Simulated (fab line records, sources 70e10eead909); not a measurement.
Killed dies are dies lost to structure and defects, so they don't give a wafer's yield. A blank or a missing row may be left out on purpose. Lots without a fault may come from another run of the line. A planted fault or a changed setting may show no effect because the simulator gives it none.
fab line records | flow nand_harc
record lots=11 wafers=33 last_day=33
route steps=1302 shown P_ZERO_WELL@16 END@1302
lots that met no fault: from a run of the same line without faults
start_h: hours from the record's first day to the start of the lot's first wafer shown | wait_h: hours since the lot's step before | " the same as in the row above | L1.1+2: a row that stands for several wafers | - no value, or no start given | * or withheld: withheld | < > ~ a bound
route shown NAME@n: a module of which the file shows steps, and the number in the route of the first | usual: mean/standard deviation of fault-free wafers | same: alike in all rows | chamber/n: place in a boat | sites: the reading at each site | _std_site: their standard deviation | _edge_site: outer sites' mean less inner sites' | radius_mm: how far each site lies from the wafer's centre | mask NAME#n: copy n | behind: the tool/chamber that last shaped the wafer | hold: why the lot was held/for how many hours/how that ended | device: the transistor (n, p or np) that didn't switch | end of line: the same wafers' tests at the end of the route | a step without rows: its recipe alone | killed: dies lost to structure and defects at the first sort, not the wafer's yield | map: a wafer's dies, x killed, . not, _ none there
set.NAME: the setting as run; set.NAME@STEP: as run at that earlier step | model.NAME: the simulator's own value behind a step, which no gauge read
steps of the route over a sample of lots; a table a step, a row a wafer
services: from which hour (start_h, from the record's first day; less than 0 if before it) a tool's chamber was out of use, for how many hours, and why
## steps
# step NHARC_P_ZERO_WELL_DESCUM_13
# recipe time_s=3 o2_flow_sccm=200 ar_flow_sccm=0 bias_power_w=0 chemistry=O2
# usual chamber_pressure_mTorr=60.00/0.061 drypump_motor_current_A=5.5/0.49 oes_product_au=1.002/0.0076 rf_vpp_V=57.7/0.79 showerhead_plenum_p_Torr=1.91/0.072 throttle_valve_pct=11.311/0.0092
# columns lot.wafer tool chamber start_h wait_h chamber_pressure_mTorr drypump_motor_current_A oes_product_au rf_hours_counter_h rf_vpp_V showerhead_plenum_p_Torr throttle_valve_pct
L356.2 rie_diel-04 0 51.40 - 60.01 5.5 0.997 17 57.4 1.90 11.304
L356.1 " 2 " " 60.02 5.3 0.984 16 58.0 1.86 11.299
L356.5 " 1 " " 60.11 5.7 0.979 - 58.0 1.95 11.318
L361.4 rie_diel-01 1 102.01 - 60.03 5.1 1.000 19 58.5 1.79 11.327
L361.1 " 2 " " 60.06 5.1 1.002 17 59.1 1.95 11.318
L361.5 " 1 " " 60.03 5.1 1.011 - 58.4 1.79 11.299
L362.4 rie_diel-04 2 111.41 - 59.95 5.3 0.980 33 58.8 1.86 11.310
L362.2 " 0 " " 59.90 5.5 0.996 36 56.4 1.89 11.333
L362.5 " 2 " " 60.01 5.3 0.971 - 57.9 1.86 11.322
L365.1 rie_diel-07 0 141.54 - 59.98 6.2 1.000 4 58.3 1.89 11.301
L365.4 " 1 " " 60.05 5.7 1.001 5 57.3 1.95 11.318
L365.5 " 1 " " 59.95 5.7 1.007 - 59.1 1.94 11.318
L366.1 rie_diel-01 1 151.35 - 60.09 5.1 1.006 30 58.9 1.79 11.290
L366.3 " 3 " " 60.03 5.1 1.003 33 58.5 2.02 11.308
L366.2 " 0 " " 59.89 5.7 1.008 31 57.8 1.88 11.303
L370.2 rie_diel-01 0 191.42 - 60.01 5.7 1.010 45 57.2 1.87 11.317
L370.6 " 2 " " 60.01 5.1 0.991 - 58.4 1.94 11.313
L370.5 " 3 " " 59.97 5.1 1.005 - 57.3 2.02 11.327
L371.3 rie_diel-07 1 201.40 - 60.03 5.7 0.998 22 57.6 1.94 11.312
L371.6 " 0 " " 60.01 6.2 1.009 - 57.0 1.88 11.318
L371.5 " 1 " " 59.95 5.7 0.995 - 58.0 1.94 11.319
L372.3 rie_diel-07 3 211.27 - 59.96 5.4 0.997 33 57.4 1.97 11.313
L372.1 " 0 " " 59.94 6.3 1.016 27 57.8 1.88 11.315
L372.2 " 1 " " 60.05 5.7 0.990 24 57.6 1.94 11.316
L374.4 rie_diel-04 3 231.40 - 59.98 6.2 0.992 14 57.2 1.82 11.308
L374.2 " 0 " " 60.12 5.5 0.993 15 58.1 1.88 11.321
L374.5 " 3 " " 59.98 6.2 0.991 - 56.7 1.82 11.312
L375.4 rie_diel-07 2 241.42 - 59.93 6.7 1.011 36 58.4 1.96 11.312
L375.2 " 0 " " 59.95 6.3 1.012 35 56.9 1.88 11.328
L375.5 " 2 " " 60.06 6.7 1.003 - 57.3 1.96 11.317
L376.1 rie_diel-01 2 251.40 - 59.90 5.1 0.997 10 58.3 1.94 11.303
L376.5 " 1 " " 59.96 5.1 1.006 - 57.7 1.78 11.329
L376.6 " 2 " " 60.11 5.1 1.001 - 57.7 1.94 11.305
# step NHARC_P_ZERO_WELL_ETCH_65
# recipe target_depth_a=800 overetch_a=240 time_s=87.88 ion_energy_ev=200 n2_flow_sccm=150 h2_flow_sccm=150 ar_flow_sccm=0 rf_w=400 bias_w=150 chemistry=N2/H2
# usual chamber_pressure_mTorr=30.00/0.03 drypump_motor_current_A=5.6/0.49 oes_product_au=1.002/0.0073 rf_vpp_V=430.4/2.3 showerhead_plenum_p_Torr=2.04/0.079 throttle_valve_pct=14.171/0.0098
# columns lot.wafer tool chamber start_h wait_h chamber_pressure_mTorr drypump_motor_current_A oes_product_au rf_hours_counter_h rf_vpp_V showerhead_plenum_p_Torr throttle_valve_pct
L356.2 rie_diel-04 3 51.48 0.1 29.92 6.2 0.991 15 427.2 1.95 14.159
L356.1 " 1 " " 29.97 5.7 1.002 18 430.9 2.08 14.163
L356.5 " 0 " " 29.97 5.5 1.002 - 429.0 2.02 14.178
L361.4 rie_diel-01 1 102.09 0.1 29.96 5.1 0.997 19 425.7 1.90 14.173
L361.1 " 3 " " 29.98 5.1 1.008 22 434.0 2.16 14.175
L361.5 " 1 " " 30.00 5.1 1.000 - 426.9 1.90 14.168
L362.2 rie_diel-04 0 111.49 0.1 29.93 5.5 1.007 36 429.6 2.02 14.173
L362.4 " 1 " " 30.02 5.7 1.012 37 430.7 2.07 14.176
L362.5 " 3 " " 30.04 6.2 1.005 - 428.6 1.94 14.164
L365.1 rie_diel-07 2 141.64 0.1 30.01 6.7 1.003 7 432.2 2.10 14.170
L365.4 " 3 " " 30.01 5.3 0.999 7 432.1 2.11 14.145
L365.5 " 0 " " 30.00 6.2 1.005 - 429.5 2.01 14.167
L366.3 rie_diel-01 2 151.43 0.1 29.99 5.1 0.995 28 433.1 2.08 14.166
L366.1 " 3 " " 29.99 5.1 1.011 33 431.9 2.16 14.176
L366.2 " 1 " " 29.96 5.1 1.001 30 428.3 1.90 14.179
L370.2 rie_diel-01 1 191.49 0.1 29.98 5.1 0.999 44 426.6 1.89 14.173
L370.6 " 1 " " 30.02 5.1 1.000 - 424.7 1.89 14.166
L370.5 " 2 " " 30.02 5.1 0.992 - 431.9 2.07 14.154
L371.3 rie_diel-07 2 201.48 0.1 30.01 6.6 1.001 26 431.4 2.10 14.168
L371.5 " 2 " " 30.01 6.7 1.002 - 431.1 2.10 14.166
L371.6 " 3 " " 30.02 5.4 1.011 - 431.5 2.10 14.189
L372.3 rie_diel-07 3 211.37 0.1 30.03 5.3 1.015 33 433.0 2.10 14.179
L372.1 " 0 " " 29.97 6.3 1.003 27 430.7 2.01 14.180
L372.2 " 1 " " 29.95 5.7 0.995 24 430.9 2.07 14.161
L374.2 rie_diel-04 2 231.49 0.1 29.98 5.3 0.995 14 427.8 1.97 14.187
L374.4 " 3 " " 30.03 6.2 1.008 14 426.4 1.93 14.179
L374.5 " 1 " " 30.02 5.7 0.998 - 432.0 2.05 14.183
L375.2 rie_diel-07 0 241.51 0.1 29.94 6.3 0.996 35 429.4 2.00 14.168
L375.4 " 1 " " 30.02 5.7 0.998 33 431.3 2.06 14.176
L375.5 " 3 " " 30.02 5.3 0.999 - 432.2 2.10 14.172
L376.1 rie_diel-01 1 251.49 0.1 29.95 5.1 1.009 10 426.7 1.89 14.166
L376.6 " 0 " " 30.01 5.7 0.984 - 428.7 1.99 14.169
L376.5 " 1 " " 30.00 5.1 1.002 - 426.5 1.89 14.166
# step NHARC_P_ZERO_WELL_EXPOSE_21
# recipe na=0.6 target_cd_nm=720 dose_mj=22.31 mask_id=P_NWELL
# same na=0.6
# columns lot.wafer tool chamber start_h wait_h mask
L356.1+2+5 krf_scanner-04 0 52.42 - P_NWELL_R1#0
L361.1+4+5 krf_scanner-04 0 103.03 - P_NWELL#0
L362.2+4+5 krf_scanner-01 0 112.45 - P_NWELL#0
L365.1+4+5 krf_scanner-04 0 142.58 - P_NWELL#0
L366.1+2+3 krf_scanner-04 0 152.25 - P_NWELL#0
L370.2+5+6 krf_scanner-04 0 192.43 - P_NWELL#0
L371.3+5+6 krf_scanner-02 0 202.43 - P_NWELL#0
L372.1+2+3 krf_scanner-04 0 212.33 - P_NWELL#0
L374.2+4+5 krf_scanner-02 0 232.39 - P_NWELL#0
L375.2+4+5 krf_scanner-04 0 242.45 - P_NWELL#0
L376.1+5+6 krf_scanner-01 0 252.43 - P_NWELL#0
# step NHARC_P_ZERO_WELL_CD_MEAS_24
# recipe target_cd_nm=720 landing_energy_ev=500
# usual cd_nm=719.8/1.5
# columns lot.wafer tool chamber start_h wait_h cd_nm
L356.1 cd_sem-01 0 52.58 - 708.4
L356.2 " 0 " " 711.2
L356.5 " 0 " " 712.1
L361.1 cd_sem-01 0 103.18 - 720.9
L361.4 " 0 " " 721.0
L361.5 " 0 " " 721.5
L362.2 cd_sem-03 0 112.61 - 721.5
L362.4 " 0 " " 722.3
L362.5 " 0 " " 721.4
L365.1 cd_sem-01 0 142.73 - 719.0
L365.4 " 0 " " 719.4
L365.5 " 0 " " 720.8
L366.1 cd_sem-01 0 152.41 - 719.1
L366.2 " 0 " " 720.1
L366.3 " 0 " " 719.5
L370.2 cd_sem-03 0 192.59 - 717.3
L370.5 " 0 " " 718.1
L370.6 " 0 " " 717.5
L371.3 cd_sem-02 0 202.58 - 719.2
L371.5 " 0 " " 719.1
L371.6 " 0 " " 719.2
L372.1 cd_sem-02 0 212.49 - 719.8
L372.2 " 0 " " 720.0
L372.3 " 0 " " 721.6
L374.2 cd_sem-03 0 232.55 - 720.1
L374.4 " 0 " " 720.8
L374.5 " 0 " " 720.2
L375.2 cd_sem-03 0 242.60 - 720.7
L375.4 " 0 " " 719.3
L375.5 " 0 " " 719.3
L376.1 cd_sem-02 0 252.59 - 721.0
L376.5 " 0 " " 719.6
L376.6 " 0 " " 719.2
# step NHARC_P_ZERO_WELL_RTA_42
# recipe temp_c=1100 time_s=300
# usual lamp_power_pct=36.4/0.51 wafer_temp_C_max=1105.6/2.1
# columns lot.wafer tool chamber start_h wait_h lamp_power_pct wafer_temp_C_max
L356.1 rtp_anneal-01 0 56.90 - 36.8 1106.9
L356.2 " 0 " " 36.8 1105.0
L356.5 " 0 " " 36.9 1107.2
L361.1 rtp_anneal-01 0 107.60 - 36.9 1106.4
L361.4 " 0 " " 37.0 1106.6
L361.5 " 0 " " 36.9 1107.2
L362.2 rtp_anneal-01 0 117.04 - 37.0 1108.3
L362.4 " 0 " " 37.0 1107.6
L362.5 " 0 " " 36.9 1110.5
L365.1 rtp_anneal-01 0 163.77 - 36.9 1109.4
L365.4 " 0 " " 36.9 1106.3
L365.5 " 0 " " 36.9 1108.1
L366.1 rtp_anneal-02 0 165.88 - 35.8 1104.8
L366.2 " 0 " " 35.8 1104.5
L366.3 " 0 " " 35.8 1104.5
L370.2 rtp_anneal-01 0 197.01 - 36.9 1109.6
L370.5 " 0 " " 37.0 1110.0
L370.6 " 0 " " 36.9 1107.6
L371.3 rtp_anneal-01 0 207.55 - 36.9 1106.9
L371.5 " 0 " " 36.9 1106.4
L371.6 " 0 " " 36.9 1108.9
L372.1 rtp_anneal-02 0 216.77 - 35.9 1103.3
L372.2 " 0 " " 35.9 1104.7
L372.3 " 0 " " 35.9 1104.0
L374.2 rtp_anneal-02 0 236.96 - 35.9 1103.8
L374.4 " 0 " " 35.8 1103.7
L374.5 " 0 " " 35.9 1104.3
L375.2 rtp_anneal-02 0 247.04 - 35.9 1103.2
L375.4 " 0 " " 35.9 1105.2
L375.5 " 0 " " 35.9 1104.0
L376.1 rtp_anneal-02 0 256.93 - 35.9 1103.8
L376.5 " 0 " " 35.9 1104.4
L376.6 " 0 " " 35.9 1103.5
# step NHARC_END_SORT_01
# recipe temp_c=25
# usual killed_at_array=50/17 killed_at_other=0.7/1 killed_at_periphery=3.4/2.4 killed_dies=54/17 killed_open=3.3/1.7 killed_short=2.5/1.6
# same gross_dies=677
# columns lot.wafer tool chamber start_h wait_h killed_at_array killed_at_other killed_at_periphery killed_dies killed_open killed_short
L356.1 prober-01 0 586.11 2.5 19 1 2 22 1 4
L356.2 prober-01 0 586.92 2.8 22 0 1 23 2 1
L356.5 prober-01 0 589.37 3.8 17 1 4 22 3 3
L362.2 prober-02 0 664.87 2.8 45 0 5 50 4 3
L362.4 prober-02 0 666.47 3.4 60 0 1 61 1 2
L362.5 prober-02 0 667.28 3.7 61 0 1 62 2 2
L361.1 prober-02 0 681.06 2.5 47 3 2 52 3 1
L361.4 prober-02 0 683.47 3.4 39 2 3 44 2 1
L361.5 prober-02 0 684.27 3.7 46 3 1 50 3 2
L365.1 prober-02 0 689.23 2.5 65 0 2 67 5 1
L365.4 prober-02 0 691.61 3.4 60 0 6 66 3 5
L365.5 prober-02 0 692.41 3.7 49 0 8 57 4 3
L370.2 prober-01 0 740.58 2.8 63 0 2 65 4 6
L370.5 prober-01 0 743.00 3.7 63 1 2 66 6 4
L370.6 prober-01 0 743.81 4.0 29 0 3 32 2 3
L366.1 prober-02 0 742.95 2.5 38 0 5 43 0 5
L366.2 prober-02 0 743.75 2.8 33 1 5 39 5 5
L366.3 prober-02 0 744.54 3.1 25 2 1 28 2 3
L371.3 prober-01 0 764.89 3.1 58 0 5 63 7 2
L371.5 prober-01 0 766.50 3.7 62 1 3 66 7 2
L371.6 prober-01 0 767.30 4.0 72 0 0 72 4 4
L375.2 prober-01 0 771.88 2.8 34 1 1 36 5 0
L375.4 prober-01 0 773.46 3.4 31 2 0 33 2 4
L375.5 prober-01 0 774.25 3.7 23 2 2 27 2 0
L374.2 prober-01 0 779.60 2.8 56 0 3 59 1 2
L374.4 prober-01 0 781.21 3.4 47 1 4 52 3 0
L374.5 prober-01 0 782.01 3.7 56 0 5 61 2 2
L372.1 prober-02 0 791.13 2.5 52 0 3 55 5 4
L372.2 prober-02 0 791.94 2.8 55 5 1 61 4 1
L372.3 prober-02 0 792.75 3.1 43 0 5 48 3 2
L376.1 prober-01 0 791.15 2.5 56 2 5 63 5 2
L376.5 prober-01 0 794.34 3.7 64 2 0 66 3 1
L376.6 prober-01 0 795.13 4.0 52 1 3 56 4 2
# killed by level:class
L356.1 A_STAIRCASE:chamber_film_flake=5 A_CHANNEL_HOLE_D1:chamber_film_flake=3 A_CHANNEL_HOLE_D2:chamber_film_flake=3 A_DECK1_JOINT:geometric_particle:short=2 A_DECK1_JOINT:chamber_film_flake=2 A_CONTACT:chamber_film_flake=2 P_M0:geometric_particle:short=1 P_M2:geometric_particle:open=1
L356.2 A_CHANNEL_HOLE_D2:chamber_film_flake=4 A_CONTACT:chamber_film_flake=4 A_CHANNEL_HOLE_D1:chamber_film_flake=3 A_STAIRCASE:chamber_film_flake=3 A_WL_FILL:chamber_film_flake=2 A_CHANNEL_HOLE_D1:geometric_particle:open=1 A_BLC:geometric_particle:open=1 A_M1:geometric_particle:short=1
L356.5 A_CHANNEL_HOLE_D2:chamber_film_flake=5 A_DECK1_JOINT:chamber_film_flake=2 A_STAIRCASE:chamber_film_flake=2 A_WL_FILL:chamber_film_flake=2 P_M0:geometric_particle:open=1 P_M0:geometric_particle:short=1 A_CHANNEL_FILL_D2:geometric_particle:short=1 A_CHANNEL_FILL_D2:geometric_particle:open=1
L362.2 A_CHANNEL_HOLE_D1:chamber_film_flake=17 A_CHANNEL_HOLE_D2:chamber_film_flake=15 A_STAIRCASE:chamber_film_flake=4 A_CHANNEL_FILL_D1:chamber_film_flake=3 P_M2:geometric_particle:open=2 A_WL_FILL:geometric_particle:short=2 P_M1:geometric_particle:open=1 P_BONDPAD:geometric_particle:open=1
L362.4 A_CHANNEL_HOLE_D1:chamber_film_flake=36 A_CHANNEL_HOLE_D2:chamber_film_flake=9 A_STAIRCASE:chamber_film_flake=6 A_ONON_D2:geometric_particle:short=2 A_DECK1_JOINT:geometric_particle:open=1 P_GATE:chamber_film_flake=1 A_BONDPAD:chamber_film_flake=1 A_DECK1_JOINT:chamber_film_flake=1
L362.5 A_CHANNEL_HOLE_D1:chamber_film_flake=37 A_CHANNEL_HOLE_D2:chamber_film_flake=9 A_SLIT:chamber_film_flake=4 A_CONTACT:chamber_film_flake=3 A_BONDPAD:chamber_film_flake=2 A_CHANNEL_HOLE_D1:geometric_particle:short=1 A_ONON_D2:geometric_particle:open=1 A_WL_FILL:geometric_particle:short=1
L361.1 A_SLIT:chamber_film_flake=26 A_CHANNEL_HOLE_D1:chamber_film_flake=5 A_CONTACT:chamber_film_flake=5 A_CHANNEL_HOLE_D2:chamber_film_flake=3 A_CHANNEL_FILL_D1:chamber_film_flake=2 HYBRID_BOND:chamber_film_flake=2 P_M0:geometric_particle:open=1 A_ONON_D1:geometric_particle:short=1
L361.4 A_SLIT:chamber_film_flake=21 A_CONTACT:chamber_film_flake=6 A_CHANNEL_HOLE_D1:chamber_film_flake=4 A_CHANNEL_HOLE_D2:chamber_film_flake=2 A_CHANNEL_FILL_D2:chamber_film_flake=2 A_WL_FILL:chamber_film_flake=2 HYBRID_BOND:chamber_film_flake=2 P_STI:geometric_particle:open=1
L361.5 A_SLIT:chamber_film_flake=29 A_CHANNEL_HOLE_D2:chamber_film_flake=4 A_CONTACT:chamber_film_flake=4 A_WL_FILL:geometric_particle:open=2 A_CHANNEL_HOLE_D1:chamber_film_flake=2 A_STAIRCASE:chamber_film_flake=2 THIN_TSV:chamber_film_flake=2 P_CONTACT:geometric_particle:open=1
L365.1 A_SLIT:chamber_film_flake=31 A_CHANNEL_HOLE_D1:chamber_film_flake=18 A_CONTACT:chamber_film_flake=3 P_CONTACT:geometric_particle:open=2 A_ZERO_WELL:chamber_film_flake=2 A_DECK1_JOINT:chamber_film_flake=2 A_WL_FILL:chamber_film_flake=2 A_CHANNEL_FILL_D1:geometric_particle:short=1
L365.4 A_SLIT:chamber_film_flake=27 A_CHANNEL_HOLE_D1:chamber_film_flake=15 A_CONTACT:chamber_film_flake=7 A_DECK1_JOINT:chamber_film_flake=3 P_ZERO_WELL:chamber_film_flake=2 P_M0:geometric_particle:short=1 P_M2:geometric_particle:open=1 A_SOURCE_PLATE:geometric_particle:open=1
L365.5 A_SLIT:chamber_film_flake=21 A_CHANNEL_HOLE_D1:chamber_film_flake=16 P_ZERO_WELL:chamber_film_flake=2 P_STI:chamber_film_flake=2 P_BONDPAD:chamber_film_flake=2 A_ZERO_WELL:chamber_film_flake=2 A_STAIRCASE:chamber_film_flake=2 A_CONTACT:chamber_film_flake=2
L370.2 A_CHANNEL_HOLE_D1:chamber_film_flake=35 A_SLIT:chamber_film_flake=5 A_CHANNEL_FILL_D1:chamber_film_flake=4 A_CONTACT:chamber_film_flake=4 A_ONON_D2:geometric_particle:short=2 A_M0:geometric_particle:open=2 A_STAIRCASE:chamber_film_flake=2 A_WL_FILL:chamber_film_flake=2
L366.1 A_CHANNEL_HOLE_D1:chamber_film_flake=28 P_CONTACT:geometric_particle:short=2 P_ZERO_WELL:chamber_film_flake=2 A_SLIT:chamber_film_flake=2 A_STAIRCASE:chamber_film_flake=2 A_M0:chamber_film_flake=2 P_GATE:geometric_particle:short=1 A_SLIT:geometric_particle:short=1
L370.5 A_CHANNEL_HOLE_D1:chamber_film_flake=38 A_SLIT:chamber_film_flake=5 A_CHANNEL_FILL_D2:chamber_film_flake=4 A_WL_FILL:chamber_film_flake=3 A_CHANNEL_FILL_D1:geometric_particle:open=2 A_ONON_D2:geometric_particle:open=2 A_BLC:geometric_particle:short=2 A_CHANNEL_FILL_D1:chamber_film_flake=2
L366.2 A_CHANNEL_HOLE_D1:chamber_film_flake=15 A_SLIT:chamber_film_flake=3 A_STAIRCASE:chamber_film_flake=3 A_ONON_D2:geometric_particle:short=2 P_ZERO_WELL:chamber_film_flake=2 A_CONTACT:chamber_film_flake=2 A_M0:chamber_film_flake=2 P_GATE:geometric_particle:open=1
L370.6 A_CHANNEL_HOLE_D1:chamber_film_flake=18 A_ONON_D2:geometric_particle:short=2 A_CHANNEL_FILL_D1:chamber_film_flake=2 A_CHANNEL_FILL_D2:chamber_film_flake=2 P_M1:geometric_particle:short=1 A_CHANNEL_FILL_D2:geometric_particle:open=1 A_M0:geometric_particle:open=1 P_ZERO_WELL:chamber_film_flake=1
L366.3 A_CHANNEL_HOLE_D1:chamber_film_flake=16 A_SLIT:chamber_film_flake=3 THIN_TSV:chamber_film_flake=2 P_CONTACT:geometric_particle:short=1 A_ONON_D1:geometric_particle:short=1 A_CHANNEL_FILL_D1:geometric_particle:short=1 A_CHANNEL_HOLE_D2:geometric_particle:open=1 A_WL_FILL:geometric_particle:open=1
L371.3 A_SLIT:chamber_film_flake=29 A_CONTACT:chamber_film_flake=6 A_ZERO_WELL:chamber_film_flake=5 A_CHANNEL_HOLE_D1:chamber_film_flake=5 A_STAIRCASE:chamber_film_flake=4 P_ZERO_WELL:chamber_film_flake=2 A_CHANNEL_FILL_D2:chamber_film_flake=2 P_GATE:geometric_particle:open=1
L371.5 A_SLIT:chamber_film_flake=34 A_CONTACT:chamber_film_flake=11 A_CHANNEL_HOLE_D1:chamber_film_flake=8 P_CONTACT:geometric_particle:open=2 A_CHANNEL_FILL_D1:geometric_particle:open=2 A_CHANNEL_FILL_D2:chamber_film_flake=2 A_STAIRCASE:chamber_film_flake=2 P_M1:geometric_particle:open=1
L371.6 A_SLIT:chamber_film_flake=36 A_CHANNEL_HOLE_D1:chamber_film_flake=17 A_CONTACT:chamber_film_flake=5 A_STAIRCASE:chamber_film_flake=3 A_ONON_D1:geometric_particle:open=1 A_CHANNEL_FILL_D1:geometric_particle:short=1 A_CHANNEL_FILL_D1:geometric_particle:open=1 A_DECK1_JOINT:geometric_particle:short=1
L375.2 A_STAIRCASE:chamber_film_flake=11 A_SLIT:chamber_film_flake=8 A_CONTACT:chamber_film_flake=5 A_ZERO_WELL:chamber_film_flake=4 A_ONON_D1:geometric_particle:open=1 A_DECK1_JOINT:geometric_particle:open=1 A_CHANNEL_HOLE_D2:geometric_particle:open=1 A_CHANNEL_FILL_D2:geometric_particle:open=1
L375.4 A_STAIRCASE:chamber_film_flake=8 A_CONTACT:chamber_film_flake=7 A_SLIT:chamber_film_flake=6 A_CHANNEL_FILL_D2:geometric_particle:short=2 THIN_TSV:chamber_film_flake=2 A_ONON_D2:geometric_particle:open=1 A_CHANNEL_FILL_D2:geometric_particle:open=1 A_WL_FILL:geometric_particle:short=1
L375.5 A_STAIRCASE:chamber_film_flake=7 A_CONTACT:chamber_film_flake=6 A_SLIT:chamber_film_flake=5 P_CONTACT:chamber_film_flake=2 THIN_TSV:chamber_film_flake=2 A_CHANNEL_HOLE_D1:geometric_particle:open=1 A_WL_FILL:geometric_particle:open=1 A_CHANNEL_FILL_D1:chamber_film_flake=1
L374.2 A_CHANNEL_HOLE_D2:chamber_film_flake=22 A_CHANNEL_HOLE_D1:chamber_film_flake=11 A_CONTACT:chamber_film_flake=10 A_SLIT:chamber_film_flake=7 A_WL_FILL:geometric_particle:short=2 A_WL_FILL:chamber_film_flake=2 P_M2:geometric_particle:open=1 P_ZERO_WELL:chamber_film_flake=1
L374.4 A_CHANNEL_HOLE_D2:chamber_film_flake=17 A_CONTACT:chamber_film_flake=11 A_CHANNEL_HOLE_D1:chamber_film_flake=10 A_SLIT:chamber_film_flake=8 P_CONTACT:geometric_particle:open=2 A_CHANNEL_FILL_D1:geometric_particle:open=1 P_ZERO_WELL:chamber_film_flake=1 P_GATE:chamber_film_flake=1
L374.5 A_CHANNEL_HOLE_D2:chamber_film_flake=23 A_CONTACT:chamber_film_flake=12 A_CHANNEL_HOLE_D1:chamber_film_flake=10 A_SLIT:chamber_film_flake=5 P_ZERO_WELL:chamber_film_flake=4 A_BLC:geometric_particle:open=2 A_M0:chamber_film_flake=2 P_M0:geometric_particle:short=1
L372.1 A_SLIT:chamber_film_flake=28 A_CONTACT:chamber_film_flake=7 A_WL_FILL:geometric_particle:short=2 P_ZERO_WELL:chamber_film_flake=2 A_CHANNEL_HOLE_D1:unspecified=2 A_CHANNEL_HOLE_D1:chamber_film_flake=2 P_M0:geometric_particle:open=1 A_ONON_D1:geometric_particle:open=1
L376.1 A_SLIT:chamber_film_flake=28 A_CHANNEL_HOLE_D1:chamber_film_flake=9 A_CONTACT:chamber_film_flake=9 A_ZERO_WELL:chamber_film_flake=3 P_ZERO_WELL:chamber_film_flake=2 A_CHANNEL_HOLE_D2:chamber_film_flake=2 THIN_TSV:chamber_film_flake=2 P_CONTACT:geometric_particle:open=1
L372.2 A_SLIT:chamber_film_flake=32 A_CONTACT:chamber_film_flake=10 THIN_TSV:chamber_film_flake=5 A_CHANNEL_HOLE_D1:chamber_film_flake=3 A_CHANNEL_HOLE_D1:unspecified=2 A_WL_FILL:chamber_film_flake=2 P_M2:geometric_particle:open=1 A_CHANNEL_FILL_D1:geometric_particle:open=1
L372.3 A_SLIT:chamber_film_flake=31 A_CONTACT:chamber_film_flake=6 P_M1:chamber_film_flake=3 A_ONON_D2:geometric_particle:open=2 A_ONON_D1:geometric_particle:open=1 A_CHANNEL_FILL_D1:geometric_particle:short=1 A_ONON_D2:geometric_particle:short=1 P_ZERO_WELL:chamber_film_flake=1
L376.5 A_SLIT:chamber_film_flake=33 A_CHANNEL_HOLE_D1:chamber_film_flake=12 A_CONTACT:chamber_film_flake=7 A_ZERO_WELL:chamber_film_flake=3 A_CHANNEL_HOLE_D2:chamber_film_flake=3 THIN_TSV:chamber_film_flake=2 A_CHANNEL_FILL_D2:geometric_particle:open=1 A_WL_FILL:geometric_particle:short=1
L376.6 A_SLIT:chamber_film_flake=25 A_CHANNEL_HOLE_D1:chamber_film_flake=11 A_CONTACT:chamber_film_flake=7 A_CHANNEL_HOLE_D2:chamber_film_flake=3 P_CONTACT:geometric_particle:open=1 P_M1:geometric_particle:open=1 A_ONON_D1:geometric_particle:short=1 A_ONON_D1:geometric_particle:open=1
## services
# columns tool chamber start_h hours kind
krf_scanner-04 - 27.45 4.0 pm
rie_diel-01 - 27.75 9.0 pm
rie_diel-01 0 27.75 9.0 vent_cycle
rie_diel-01 1 27.75 9.0 vent_cycle
rie_diel-01 2 27.75 9.0 vent_cycle
krf_scanner-02 - 47.37 11.1 repair
rie_diel-07 2 51.25 2.8 repair
rie_diel-01 2 60.43 7.4 repair
krf_scanner-04 - 60.77 7.7 repair
rie_diel-07 - 79.50 2.4 repair
rie_diel-01 1 86.93 8.1 repair
krf_scanner-01 - 92.79 0.6 repair
krf_scanner-02 - 94.00 4.0 pm
rie_diel-07 3 97.82 2.0 repair
rie_diel-07 - 117.47 9.0 pm
krf_scanner-02 - 138.44 1.3 repair
krf_scanner-01 - 140.00 4.0 pm
rie_diel-07 2 176.40 1.7 repair
rie_diel-04 - 180.29 9.0 pm
rie_diel-04 0 191.39 6.0 repair
krf_scanner-04 - 199.45 4.0 pm
rie_diel-01 - 204.75 9.0 pm
rie_diel-07 2 207.60 7.9 repair
rie_diel-07 2 255.00 1.6 repair
## key
first_sign step=NHARC_P_ZERO_WELL_EXPOSE_21 reading=mask direction=changed
effect step=NHARC_P_ZERO_WELL_CD_MEAS_24 reading=cd_nm direction=down sigmas=6.3 usual=719.8 struck=710.6
met_at NHARC_P_ZERO_WELL_EXPOSE_21
struck_lots L356
tester_left_out L356
not_acting_at NHARC_P_ZERO_WELL_DESCUM_13,NHARC_P_ZERO_WELL_ETCH_65,NHARC_P_ZERO_WELL_RTA_42
fault kind=wrong_mask tool=any chamber=- onset_h=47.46 steps=NHARC_P_ZERO_WELL_EXPOSE_21 aux_copy=P_NWELL_R1#0 cd_offset_nm=-8.5192 scope=struck_lots_only
# tester_left_out: of these lots the tester's yield and bins aren't shown, on N5 and GAA mostly nor the transistor test; their killed dies are dies lost to structure and defects alone, not to doping, threshold or leakage, so they don't give the yield
